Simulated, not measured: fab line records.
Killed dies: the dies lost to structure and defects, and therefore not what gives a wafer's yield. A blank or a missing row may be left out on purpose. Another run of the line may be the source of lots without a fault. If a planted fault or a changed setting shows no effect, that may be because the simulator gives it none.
Split-lot study    flow n5Finfet    7 lots, 21 wafers read, on a route of 1938 steps

## THE SPLIT ITSELF
At N5_PASSIVATION_PASS_ETCH_47 (etches SiNx in CF4/O2, target depth 770 nm, time 385 s), the setting timeS was moved away from the recipe's 385 s on 7 of the 21 wafers read, by -19.9% to +8.1%. The other wafers ran this setting at the recipe's value.

Reading taken at the split's own step.

## THE READING
etch.depthNm (the simulator's own value, which no gauge read), in nm, at N5_PASSIVATION_PASS_ETCH_47 (etches SiNx in CF4/O2, target depth 770 nm, time 385 s). There is no usual value for it anywhere in the file. The 14 wafers here that ran the recipe average 769.3 nm, standard deviation 13 nm.

wafer   tool, chamber at the split  timeS as run, s  against the recipe  etch.depthNm, nm  against lot-mates on the recipe
L077.3  rieDiel-06, 3               416.1            +8.1%               834.4             +86.5
L077.4  rieDiel-06, 2               385              recipe              747.9             -
L077.5  rieDiel-06, 0               416.1            +8.1%               811               +63.1
L078.2  rieDiel-04, 2               385              recipe              772.2             -
L078.5  rieDiel-04, 2               385              recipe              766.9             -
L078.6  rieDiel-04, 1               385              recipe              773.1             -
L082.1  rieDiel-02, 2               385              recipe              768.5             -
L082.2  rieDiel-02, 1               385              recipe              761.7             -
L082.5  rieDiel-02, 3               385              recipe              762.9             -
L090.1  rieDiel-02, 3               385              recipe              774.6             -
L090.3  rieDiel-02, 0               385              recipe              787.2             -
L090.6  rieDiel-02, 2               385              recipe              772.3             -
L091.1  rieDiel-04, 0               385              recipe              799.5             -
L091.3  rieDiel-04, 2               308.4            -19.9%              621.2             -178.3
L091.4  rieDiel-04, 1               308.4            -19.9%              628               -171.5
L095.1  rieDiel-02, 0               358.9            -6.8%               722.9             no lot-mate on the recipe
L095.3  rieDiel-02, 2               358.9            -6.8%               715.2             no lot-mate on the recipe
L095.5  rieDiel-02, 2               358.9            -6.8%               704.7             no lot-mate on the recipe
L097.1  rieDiel-06, 2               385              recipe              746.4             -
L097.2  rieDiel-06, 3               385              recipe              774.4             -
L097.4  rieDiel-06, 1               385              recipe              762.2             -

FIT RESULTS
A straight line over all 21 wafers: etch.depthNm changes by +7.24 nm for each +1% of timeS; r = +0.97; the points scatter about the line by 13 nm.
The same after taking each lot's own level away (the mean of its wafers on the recipe; 18 wafers): +8.87 nm for each +1%; r = +0.99; scatter 7.5 nm.
According to that fit, moving timeS by its largest amount changes the reading by 1.8e+02 nm.
From 747.90 to 799.50 nm: that is the span of the lots' own levels, equal to 3.9 times the standard deviation above.
In other words, the slope is changed by the lot-to-lot level; the two fits disagree.
Check: -174 nm against its lot-mates is what the line predicts for one of the wafers moved furthest among these (-19.9%) when that wafer is left out of the fit. It came out at -178 nm against them.

## THESE WAFERS: OTHER SPLITS
These wafers also went through other splits before the reading. Each is held against what the fit with the lots' levels taken away leaves over:
other split on the same wafers    wafers away from the commonest value  r with etch.depthNm (lot level and that fit taken away)
N5_BEOL_M14_EXPOSE_25 doseMj      5                                     +0.04
N5_BEOL_M14_TRENCH_ETCH_34 biasW  7                                     +0.13
N5_BEOL_M15_DEP_53 timeS          8                                     +0.18
N5_PASSIVATION_ETCH_15 biasW      9                                     +0.30

## THE WHOLE CHAIN: every reading that the file lists as answering this split, in the file's order
step                         what it does                                            reading                                                        change (the file's fit)                                                               r (the file's)
N5_PASSIVATION_PASS_ETCH_47  etches SiNx in CF4/O2, target depth 770 nm, time 385 s  etch.depthNm (the simulator's own value, which no gauge read)  +8.86 nm for each +1% of the setting                                                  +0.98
N5_PASSIVATION_PROBE_49                                                              defectLimitedYield                                             +4.28 for each +1% of the setting, in a fit together with timeS@BEOL_M10_VIA_ETCH_34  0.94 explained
N5_PASSIVATION_PROBE_49                                                              killedDies                                                     -50.5 for each +1% of the setting, in a fit together with timeS@BEOL_M10_VIA_ETCH_34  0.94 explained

## FILE'S OWN FIT
etch.depthNm changes by +8.86 nm for each +1% of timeS, r = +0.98.
